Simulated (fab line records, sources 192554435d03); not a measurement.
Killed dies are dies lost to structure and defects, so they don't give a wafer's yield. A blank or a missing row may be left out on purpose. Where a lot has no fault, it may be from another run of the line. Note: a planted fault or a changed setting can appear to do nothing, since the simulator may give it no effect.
fab line records | flow n5-finfet
record: lots: 9 wafers: 24 last-day: 18
route steps=1938 shown BEOL_M1@769 BEOL_M4@1111 PASSIVATION@1936
lots that met no fault: taken from a fault-free run of the same line
start-h: the number of hours between the record's first day and the start of the first shown wafer of the lot | wait-h: hours since the lot's step before | " same as the row above | L1.1+2: a single row standing in for several wafers | - no value, or no start was given | * or withheld: withheld | < > ~ a bound
route shown NAME@n: NAME is a module with steps in the file, n the number in the route of the first one | usual: mean and standard deviation over wafers with no fault | same: alike in all rows | chamber/n: place in a boat | sites: the reading at each site | _std_site: their standard deviation | _edge_site: the outer-site mean with the inner-site mean subtracted | radius-mm: how far each site lies from the wafer's centre | mask NAME#n: copy n | behind: the tool/chamber that last shaped the wafer | hold: reason for holding the lot/hours on hold/outcome of the hold | device: the n, p or np transistor that did not switch | end of line: the route-end tests of the same wafers | a step given without rows: its recipe and nothing more | killed: dies lost to structure and defects at the first sort, not the wafer's yield | map: the dies of a wafer, with x for killed, . for not killed, _ for no die there
set.NAME: setting as actually run; set.NAME@STEP: the setting as run at that earlier step | model.NAME: the simulator's own value behind a step, which no gauge read
steps of the route over a sample of lots; a table a step, a row a wafer
services: from which hour (start-h, from the record's first day; less than 0 if before it) a tool's chamber was out of use, for how many hours, and why
== steps ==
step: N5_BEOL_M1_ETCH_63
recipe: chemistry: CF4 target: SiARC target-depth-a: 156 mask-material: CAR-EUV time-s: 26 ion-energy-ev: 80 pressure-mtorr: 40 source-w: 545 bias-w: 36 Ar_flow_sccm: 100 cf4-flow-sccm: 100 ends: cleared
usual: drypump-motor-current-A: 5.6/0.43 etch-rf-on-time-s: 25.9/0.56 mfc-ar-sccm: 100.0/0.3 oes-product-au: 0.68/0.077 rf-fwd-power-W: 531.8/2 rf-vpp-V: 183.9/1.1 showerhead-plenum-p-Torr: 2.12/0.074 throttle-valve-pct: 15.54/0.24
columns lot.wafer tool chamber start-h wait-h drypump-motor-current-A etch-rf-on-time-s mfc-ar-sccm oes-product-au rf-fwd-power-W rf-hours-counter-h rf-vpp-V showerhead-plenum-p-Torr throttle-valve-pct
L248.1 rie-diel-05 0 152.83 0.0 6.1 26.1 100.0 0.80 532.9 18 183.4 2.11 15.11
L248.3 " 1 " " 5.5 26.1 100.3 0.64 527.2 157 182.8 2.04 15.37
L248.5 " 3 " " 5.4 25.2 100.1 0.71 531.4 - 183.5 2.16 15.58
L251.3 rie-diel-04 0 171.12 0.0 6.3 25.1 100.4 0.76 534.6 43 182.5 2.08 15.65
L251.4 " 3 " " 5.4 25.8 99.4 0.75 535.5 32 185.9 2.28 15.13
L251.6 " 0 " " 6.3 25.1 100.0 0.74 535.4 - 184.4 2.08 15.66
L254.3 rie-diel-05 2 193.93 0.0 5.8 26.2 99.9 0.64 531.1 143 184.5 2.14 15.74
L254.6 " 1 " " 5.5 26.2 99.4 0.63 532.5 - 183.2 2.04 15.39
L255.2 rie-diel-04 0 204.55 0.0 6.3 25.1 100.1 0.73 534.3 53 184.1 2.08 15.66
L255.3 " 1 " " 5.0 26.0 100.0 0.57 529.1 242 183.3 2.10 15.75
L255.6 " 1 " " 5.0 26.0 99.8 0.57 532.6 - 183.8 2.10 15.74
L257.5 rie-diel-03 0 208.42 0.0 5.7 26.6 100.0 0.60 530.5 - 184.3 2.22 16.03
L257.6 " 1 " " 4.9 25.1 100.0 0.82 532.1 - 185.3 2.19 15.43
L261.2 rie-diel-03 2 227.81 0.0 6.0 26.9 99.6 0.59 529.8 231 183.8 2.03 15.67
L261.6 " 2 " " 6.0 26.7 99.6 0.59 531.1 - 183.2 2.03 15.68
L263.2 rie-diel-04 2 243.84 0.0 5.0 25.4 100.0 0.63 529.9 193 181.9 2.04 15.61
L263.3 " 3 " " 5.4 26.1 100.0 0.71 533.1 52 185.7 2.27 15.16
L263.4 " 3 " " 5.4 26.0 99.5 0.72 531.2 - 183.3 2.28 15.16
L265.3 rie-diel-04 3 251.94 0.0 5.4 26.1 99.8 0.71 530.4 56 185.3 2.27 15.17
L265.4 " 0 " " 6.3 25.3 100.3 0.72 536.5 67 184.1 2.07 15.70
L265.5 " 2 " " 5.0 25.7 99.8 0.63 533.7 - 183.1 2.04 15.62
L266.2 rie-diel-03 2 268.27 0.0 6.0 27.2 100.5 0.57 528.8 245 181.5 2.03 15.70
L266.4 " 3 " " 5.9 25.8 99.9 0.73 527.3 51 185.7 2.18 15.51
L266.5 " 2 " " 6.0 27.1 100.0 0.58 528.3 - 182.6 2.03 15.68
step: N5_BEOL_M1_INSPECT_30
recipe: mode: adi inspect-instrument: brightfield
usual: raw-defect-count: 430/97
columns lot.wafer tool chamber start-h wait-h raw-defect-count
L248.1 defect-inspect-02 - 153.72 0.1 350
L248.3 " - " " 435
L248.5 " - " " 399
L251.3 defect-inspect-02 - 172.12 0.0 689
L251.4 " - " " 315
L251.6 " - " " 439
L254.3 defect-inspect-01 - 194.92 0.0 563
L254.6 " - " " 517
L255.2 defect-inspect-02 - 205.56 0.0 405
L255.3 " - " " 319
L255.6 " - " " 334
L257.5 defect-inspect-02 - 209.20 0.0 471
L257.6 " - " " 411
L261.2 defect-inspect-02 - 228.78 0.0 367
L261.6 " - " " 458
L263.2 defect-inspect-02 - 244.76 0.0 454
L263.3 " - " " 431
L263.4 " - " " 348
L265.3 defect-inspect-01 - 252.85 0.0 389
L265.4 " - " " 403
L265.5 " - " " 461
L266.2 defect-inspect-02 - 269.05 0.0 437
L266.4 " - " " 497
L266.5 " - " " 325
step: N5_BEOL_M1_VIA_ETCH_34
recipe: chemistry: C4F6/O2 target-depth-a: 678 mask-material: SOC pressure-mtorr: 15 ion-energy-ev: 250 taper-deg: 4 time-s: 64.4 source-w: 350 bias-w: 170 Ar_flow_sccm: 300 C4F6_flow_sccm: 10 O2_flow_sccm: 10
usual: O2_flow_sccm: 10.00/0.031 drypump-motor-current-A: 5.6/0.45 mfc-ar-sccm: 299.9/0.99 oes-product-au: 0.79/0.084 rf-fwd-power-W: 346.4/1.3 rf-vpp-V: 666/14 run-length-s: 87.6/0.45 showerhead-plenum-p-Torr: 2.82/0.099 throttle-valve-pct: 30.71/0.28
columns lot.wafer tool chamber start-h wait-h O2_flow_sccm drypump-motor-current-A mfc-ar-sccm oes-product-au rf-fwd-power-W rf-hours-counter-h rf-vpp-V run-length-s showerhead-plenum-p-Torr throttle-valve-pct
L248.1 rie-diel-04 2 156.82 0.0 9.94 5.0 299.9 0.76 346.3 168 656 87.9 2.72 30.69
L248.3 " 0 " " 9.98 6.2 300.4 0.87 349.0 39 652 87.4 2.76 30.84
L248.5 " 0 " " 9.99 6.3 301.4 0.87 349.3 - 651 87.7 2.76 30.82
L251.3 rie-diel-04 3 176.79 0.0 10.01 5.4 300.0 0.87 347.2 33 674 87.2 3.04 30.30
L251.4 " 1 " " 10.00 5.1 299.5 0.68 345.9 233 683 87.3 2.80 30.83
L251.6 " 2 " " 10.00 5.0 301.1 0.73 346.1 - 657 87.9 2.72 30.68
L254.3 rie-diel-04 3 204.27 0.0 9.97 5.4 298.9 0.85 349.3 41 675 87.1 3.03 30.29
L254.6 " 3 " " 9.98 5.4 299.6 0.85 348.7 - 674 87.2 3.03 30.29
L257.5 rie-diel-04 1 215.41 0.0 9.96 5.0 298.8 0.67 344.8 - 683 88.0 2.79 30.81
L257.6 " 2 " " 9.97 5.0 300.4 0.74 - - 656 81.0 2.71 30.70
L255.2 rie-diel-03 1 216.12 0.0 9.98 4.9 301.9 0.94 346.3 15 662 87.5 2.90 30.83
L255.3 " 0 " " 10.03 5.8 300.1 0.71 347.0 185 654 86.7 2.93 31.14
L255.6 " 2 " " 9.98 6.0 298.8 0.70 349.4 - 679 87.7 2.71 30.70
L261.2 rie-diel-04 2 237.69 0.0 9.95 5.0 298.8 0.73 - 191 656 81.4 2.71 30.69
L261.6 " 3 " " 10.00 5.4 301.7 0.84 - - 674 81.0 3.03 30.31
L263.2 rie-diel-05 2 255.56 0.0 9.93 5.8 298.7 0.72 344.6 161 669 87.2 2.84 30.97
L263.3 " 0 " " 9.98 6.1 299.7 0.88 345.0 49 664 88.6 2.79 30.53
L263.4 " 0 " " 9.97 6.1 299.1 0.88 345.3 - 665 88.2 2.79 30.56
L265.3 rie-diel-03 1 257.85 0.0 10.06 4.9 301.5 0.91 347.5 29 662 87.6 2.90 30.83
L265.4 " 2 " " 9.98 6.0 300.9 0.69 346.2 241 679 87.7 2.70 30.71
L265.5 " 1 " " 10.03 4.9 301.7 0.91 346.3 - 661 88.2 2.90 30.83
L266.2 rie-diel-05 1 277.79 0.0 10.02 5.5 299.1 0.71 346.7 190 683 87.9 2.68 30.08
L266.4 " 2 " " 10.05 5.8 298.6 0.72 347.5 167 670 87.1 2.84 30.98
L266.5 " 3 " " 9.98 5.4 299.9 0.80 346.4 - 642 87.1 2.86 30.97
step: N5_BEOL_M1_DEGAS_44
recipe: ambient: vacuum temp-c: 250 time-s: 60
usual: heater-power-w: 321/27 susceptor-temp-C: 249.99/0.17
columns lot.wafer tool chamber start-h wait-h heater-power-w susceptor-temp-C
L248.1 pvd-sputter-02 - 158.63 1.4 340 249.94
L248.3 " - " " 332 249.96
L248.5 " - " " 333 249.98
L251.3 pvd-sputter-02 - 177.55 0.3 312 249.88
L251.4 " - " " 337 249.86
L251.6 " - " " 284 249.88
L254.3 pvd-sputter-03 - 204.80 0.1 278 250.15
L254.6 " - " " 301 250.11
L257.5 pvd-sputter-01 - 216.59 0.8 359 249.96
L257.6 " - " " 345 249.87
L255.2 pvd-sputter-02 - 216.67 0.1 328 249.77
L255.3 " - " " 341 250.16
L255.6 " - " " 331 249.94
L261.2 pvd-sputter-03 - 238.34 0.2 297 250.15
L261.6 " - " " 305 250.05
L263.2 pvd-sputter-02 - 257.76 1.8 282 249.94
L263.3 " - " " 338 249.56
L263.4 " - " " 332 249.87
L265.3 pvd-sputter-02 - 258.30 0.0 275 250.23
L265.4 " - " " 330 250.01
L265.5 " - " " 334 250.16
L266.2 pvd-sputter-02 - 278.85 0.6 340 250.02
L266.4 " - " " 312 250.11
L266.5 " - " " 333 249.94
step: N5_BEOL_M4_RC_MEAS_101
usual: DIBL_N: 36.9/1.7 DIBL_P: 37.3/2.3 IOFF_N: 0.16/0.033 IOFF_P: 0.22/0.04 ION_N: 673/12 ION_P: 463/8 SS_N: 71.6/0.58 SS_P: 73.4/0.74 VT_N: 250/3.2 VT_P: -250/3.4
columns lot.wafer tool chamber start-h wait-h DIBL_N[mV/V] DIBL_P[mV/V] IOFF_N[nA/um] IOFF_P[nA/um] ION_N[uA/um] ION_P[uA/um] SS_N[mV/dec] SS_P[mV/dec] VT_N[mV] VT_P[mV]
L248.1 prober-01 0 199.07 0.0 36.9 36.3 0.17 0.20 665 451 71.1 73.1 251 -252
L248.3 " 0 " " 34.3 33.5 0.14 0.17 684 461 70.8 73.1 250 -257
L248.5 " 0 " " 35.0 33.1 0.13 0.16 660 446 71.4 72.3 253 -257
L251.3 prober-02 0 217.30 0.3 36.2 35.5 0.13 0.18 659 453 72.0 73.3 256 -252
L251.4 " 0 " " 35.7 36.2 0.13 0.18 655 452 71.5 72.9 255 -252
L251.6 " 0 " " 37.7 37.3 0.16 0.21 664 457 72.6 72.8 252 -250
L254.3 prober-01 0 242.60 0.3 38.1 37.6 0.16 0.21 661 458 71.7 73.0 249 -251
L254.6 " 0 " " 36.4 37.6 0.15 0.22 681 473 71.1 73.7 250 -247
L257.5 prober-02 0 255.54 0.6 38.0 36.8 0.17 0.22 674 462 71.7 73.1 248 -252
L257.6 " 0 " " 36.9 36.9 0.17 0.24 699 477 71.6 73.4 249 -249
L255.2 prober-01 0 256.41 0.2 36.9 36.1 0.15 0.25 664 464 70.8 72.6 251 -243
L255.3 " 0 " " 37.1 36.9 0.15 0.26 666 464 71.7 73.8 252 -248
L255.6 " 0 " " 37.4 37.8 0.17 0.28 686 474 71.7 72.7 249 -243
L261.2 prober-01 0 271.95 0.2 36.9 35.1 0.13 0.20 654 456 71.3 73.8 256 -252
L261.6 " 0 " " 35.7 34.5 0.13 0.19 661 453 71.7 73.3 252 -251
L263.2 prober-02 0 304.66 0.2 37.1 37.2 0.18 0.22 677 461 71.6 74.7 246 -251
L263.3 " 0 " " 34.8 35.2 0.14 0.18 677 458 70.7 72.4 252 -254
L263.4 " 0 " " 32.6 31.7 0.10 0.15 650 449 69.9 72.3 257 -259
L265.3 prober-02 0 307.75 0.3 38.6 39.3 0.18 0.24 673 459 71.7 73.9 252 -252
L265.4 " 0 " " 39.3 39.4 0.18 0.23 669 459 72.6 74.4 251 -253
L265.5 " 0 " " 37.7 38.0 0.14 0.21 661 453 72.0 73.8 255 -255
L266.2 prober-02 0 311.07 0.2 36.1 35.9 0.13 0.19 649 447 71.3 72.5 254 -250
L266.4 " 0 " " 38.0 37.9 0.15 0.22 676 464 71.4 73.6 252 -249
L266.5 " 0 " " 37.1 36.7 0.14 0.20 662 456 70.7 73.4 252 -253
step: N5_PASSIVATION_PROBE_49
usual: defect-limited-yield: 91.2/1.3 killed_at_M0_to_M3: 34/10 killed_at_M4_up: 13/4.6 killed-at-contacts: 13/5.5 killed-at-front-end: 41/12 killed-at-other: 2.8/2.4 killed-dies: 104/16 killed-open: 67/12 killed-short: 33/7.2 sort_bin_5_function: 5.1/0.86 sort_bin_6_memory: 3.3/0.62 sort-n-pass: 1076/16 sort-yield-pct: 91.2/1.3
same: gross-dies: 1180 killed-at-back-side: 0 sort_bin_4_leakage[%]: 0 sort_bin_8_speed[%]: 0
columns lot.wafer tool chamber start-h wait-h defect-limited-yield[%] killed_at_M0_to_M3 killed_at_M4_up killed-at-contacts killed-at-front-end killed-at-other killed-dies killed-open killed-short sort_bin_5_function[%] sort_bin_6_memory[%] sort-n-pass sort-yield-pct[%]
L251.3 prober-01 - 326.19 0.1 91.4 23 10 10 56 3 102 54 33 4.7 2.7 1078 91.4
L251.4 prober-01 - 326.24 0.2 92.2 31 8 10 43 0 92 52 30 4.5 2.6 1088 92.2
L251.6 prober-01 - 326.34 0.3 91.7 32 11 21 31 3 98 57 35 5.1 3.1 1082 91.7
L257.5 prober-02 - 359.19 0.2 90.8 30 18 5 55 0 108 74 32 5.9 2.9 1072 90.8
L257.6 prober-02 - 359.24 0.3 90.7 24 14 16 55 1 110 69 31 5.6 2.6 1070 90.7
L254.3 prober-01 - 360.57 1.0 91.9 42 9 20 24 0 95 66 28 4.8 3.1 1085 91.9
L255.2 prober-02 - 364.58 0.1 90.5 38 10 6 56 2 112 69 41 5.6 3.4 1068 90.5
L255.3 prober-02 - 364.63 0.1 89.2 68 5 14 36 4 127 76 47 6.2 3.9 1053 89.2
L255.6 prober-02 - 364.78 0.3 90.4 36 10 20 45 2 113 73 36 6.2 3.0 1067 90.4
L261.2 prober-02 - 368.49 0.1 90.3 45 6 11 51 2 115 63 41 6.0 3.4 1065 90.3
L261.6 prober-02 - 368.69 0.3 89.9 46 18 10 38 7 119 72 39 5.9 3.8 1061 89.9
L266.2 prober-02 - 407.18 0.1 90.9 49 14 4 34 6 107 71 33 5.3 3.6 1073 90.9
L266.4 prober-02 - 407.28 0.2 89.9 53 19 3 37 7 119 58 50 6.2 2.8 1061 89.9
L266.5 prober-02 - 407.33 0.2 94.6 37 3 2 21 1 64 35 29 2.6 2.5 1116 94.6
killed by level:class
L251.3 STI_FIN_REVEAL:geometric-particle:open=11 GATE_CUT:geometric-particle:short=9 HKMG_FIN:area-etch=9 FIN_SAQP:geometric-particle:open=8 MOL_CONTACT_COAG:geometric-particle:open=7 BEOL_M0_SAQP:geometric-particle:short=6 DUMMY_GATE:geometric-particle:open=4 BEOL_M1:geometric-particle:open=4
L251.4 MOL_CONTACT_COAG:geometric-particle:open=8 GATE_CUT:geometric-particle:short=7 BEOL_M1:geometric-particle:open=7 HKMG_FIN:area-etch=6 BEOL_M3:geometric-particle:open=5 FIN_SAQP:geometric-particle:open=4 GATE_CUT:geometric-particle:open=4 BEOL_M0_SAQP:geometric-particle:open=4
L251.6 MOL_CONTACT_COAG:geometric-particle:open=14 BEOL_M0_SAQP:geometric-particle:short=8 MOL_CONTACT_COAG:geometric-particle:short=7 GATE_CUT:geometric-particle:short=6 BEOL_M1:geometric-particle:open=6 GATE_CUT:geometric-particle:open=5 BEOL_M0_SAQP:geometric-particle:open=5 STI_FIN_REVEAL:geometric-particle:open=4
L257.5 STI_FIN_REVEAL:geometric-particle:open=13 BEOL_M0_SAQP:geometric-particle:short=10 GATE_CUT:geometric-particle:short=10 BEOL_M0_SAQP:geometric-particle:open=9 GATE_CUT:geometric-particle:open=8 BEOL_M4:geometric-particle:open=7 MOL_CONTACT_COAG:geometric-particle:open=5 DUMMY_GATE:geometric-particle:open=5
L257.6 MOL_CONTACT_COAG:geometric-particle:open=12 GATE_CUT:geometric-particle:short=11 BEOL_M4:geometric-particle:open=10 STI_FIN_REVEAL:geometric-particle:open=9 FIN_SAQP:geometric-particle:open=8 HKMG_FIN:area-etch=8 BEOL_M3:geometric-particle:open=7 FIN_SAQP:geometric-particle:short=5
L254.3 MOL_CONTACT_COAG:geometric-particle:open=16 FIN_SAQP:geometric-particle:open=8 BEOL_M0_SAQP:geometric-particle:open=8 BEOL_M1:geometric-particle:open=8 BEOL_M0_SAQP:geometric-particle:short=7 STARTING-WAFER:geometric-particle:open=5 MOL_CONTACT_COAG:geometric-particle:short=4 BEOL_M1:geometric-particle:short=4
L255.2 STI_FIN_REVEAL:geometric-particle:open=13 GATE_CUT:geometric-particle:short=10 BEOL_M2:geometric-particle:open=9 FIN_SAQP:geometric-particle:short=8 BEOL_M3:geometric-particle:open=8 BEOL_M0_SAQP:geometric-particle:open=7 GATE_CUT:geometric-particle:open=6 BEOL_M1:geometric-particle:open=5
L255.3 BEOL_M0_SAQP:geometric-particle:short=16 BEOL_M3:geometric-particle:open=15 MOL_CONTACT_COAG:geometric-particle:open=14 BEOL_M1:geometric-particle:open=13 BEOL_M0_SAQP:geometric-particle:open=12 GATE_CUT:geometric-particle:short=10 BEOL_M1:geometric-particle:short=6 FIN_SAQP:geometric-particle:open=4
L255.6 MOL_CONTACT_COAG:geometric-particle:open=19 BEOL_M3:geometric-particle:open=12 BEOL_M0_SAQP:geometric-particle:short=9 STI_FIN_REVEAL:geometric-particle:open=7 GATE_CUT:geometric-particle:open=7 GATE_CUT:geometric-particle:short=7 BEOL_M0_SAQP:geometric-particle:open=6 FIN_SAQP:geometric-particle:short=5
L261.2 BEOL_M0_SAQP:geometric-particle:open=13 BEOL_M0_SAQP:geometric-particle:short=11 MOL_CONTACT_COAG:geometric-particle:open=10 STI_FIN_REVEAL:geometric-particle:open=8 FIN_SAQP:geometric-particle:short=7 BEOL_M1:geometric-particle:open=7 GATE_CUT:geometric-particle:short=6 STARTING-WAFER:geometric-particle:open=5
L261.6 BEOL_M0_SAQP:geometric-particle:open=12 BEOL_M0_SAQP:geometric-particle:short=9 STI_FIN_REVEAL:geometric-particle:open=8 BEOL_M1:geometric-particle:open=7 BEOL_M4:geometric-particle:open=7 DUMMY_GATE:geometric-particle:open=6 MOL_CONTACT_COAG:geometric-particle:open=6 BEOL_M2:geometric-particle:open=5
L266.2 BEOL_M2:geometric-particle:open=11 BEOL_M3:geometric-particle:open=9 STI_FIN_REVEAL:geometric-particle:open=7 BEOL_M0_SAQP:geometric-particle:open=7 BEOL_M1:geometric-particle:open=6 FIN_SAQP:geometric-particle:short=5 MOL_CONTACT_COAG:geometric-particle:open=4 BEOL_M0_SAQP:geometric-particle:short=4
L266.4 BEOL_M0_SAQP:geometric-particle:short=19 FIN_SAQP:geometric-particle:short=11 BEOL_M0_SAQP:geometric-particle:open=11 BEOL_M4:geometric-particle:open=9 STI_FIN_REVEAL:geometric-particle:open=6 BEOL_M3:geometric-particle:open=5 HKMG_FIN:area-etch=5 BEOL_M1:geometric-particle:open=4
L266.5 BEOL_M0_SAQP:geometric-particle:short=12 BEOL_M0_SAQP:geometric-particle:open=9 BEOL_M2:geometric-particle:open=7 FIN_SAQP:geometric-particle:short=4 BEOL_M2:geometric-particle:short=4 FIN_SAQP:geometric-particle:open=3 STARTING-WAFER:geometric-particle:short=3 STARTING-WAFER:geometric-particle:open=3
== services ==
columns tool chamber start-h hours kind
rie-diel-03 1 142.65 - clean
rie-diel-03 1 142.65 - consumable-replace:focus-ring
rie-diel-03 1 142.65 26.3 scheduled-down
rie-diel-03 1 142.65 26.3 vent-cycle
pvd-sputter-03 - 157.71 0.7 repair
rie-diel-03 2 161.67 4.7 repair
rie-diel-04 - 199.56 1.0 repair
rie-diel-04 1 231.91 - clean
rie-diel-04 1 231.91 - consumable-replace:focus-ring
rie-diel-04 1 231.91 14.9 scheduled-down
rie-diel-04 1 231.91 14.9 vent-cycle
rie-diel-05 - 243.98 0.4 repair
rie-diel-05 1 248.26 8.4 repair
rie-diel-05 - 265.91 4.3 pm
== key ==
first-sign: step: N5_BEOL_M1_VIA_ETCH_34 reading: run-length-s direction: down sigmas: 14 usual: * struck: *
effect none on later readings
met-at N5_BEOL_M1_VIA_ETCH_34
struck-lots L257,L261
struck-wafers L257.6,L261.2,L261.6
not-acting-at N5_BEOL_M1_ETCH_63,N5_BEOL_M1_INSPECT_30,N5_BEOL_M1_DEGAS_44
onset-between 204.27 215.41
fault: kind: process-parameter-drift tool: rie-diel-04 chamber: - onset-h: 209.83 steps: N5_BEOL_M1_VIA_ETCH_34 channel: time-s offset: * shape: step end-h: 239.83 scope: struck-wafers-only acts-in: * stated: *
